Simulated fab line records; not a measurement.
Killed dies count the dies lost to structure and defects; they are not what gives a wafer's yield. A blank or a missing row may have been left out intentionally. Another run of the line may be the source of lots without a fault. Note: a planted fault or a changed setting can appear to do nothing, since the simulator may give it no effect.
Matching of chambers | flow n5-finfet | rie-diel-06 running N5_FIN_SAQP_ETCH_34: 4 sister chambers
The step etches SiO2 in C4F6/O2, target depth 45 nm, time 15 s. 4 wafers are shown with their chamber, then 7 later ones without.

== WAFERS WITH THEIR CHAMBER ==
wafer  | chamber | rf-vpp-V (V)
L076.5 | 1       | 676
L085.3 | 3       | 661
L087.1 | 0       | 683
L087.2 | 2       | 638

== WAFERS WHOSE CHAMBER IS MISSING ==
wafer  | rf-vpp-V (V)
L087.5 | 663
L095.2 | 663
L095.3 | 673
L095.6 | 662
L096.1 | 662
L096.2 | 674
L096.4 | 662

== EACH ONE'S CHAMBER ==
wafer  | from the rows above | in truth
L087.5 | 3                   | 3
L095.2 | 3                   | 3
L095.3 | 1                   | 1
L095.6 | 3                   | 3
L096.1 | 3                   | 3
L096.2 | 1                   | 1
L096.4 | 3                   | 3
Correct placement for 7 of the 7. From these rows, 0 cannot be placed. 0 placed wrongly.
How it was worked out, from the rows above alone: a wafer's distance from a chamber is the root of the sum, over the readings, of the square of ((its reading less the chamber's mean) divided by the reading's scatter). If the next closest chamber is less than 2 further off than the closest, the wafer can't be placed; otherwise it belongs to the closest. The mean given for a chamber averages the wafers shown for that chamber. The scatter (one wafer shown for each chamber): square how far every hidden wafer sits from the nearest shown wafer, average those squares and take the square root.
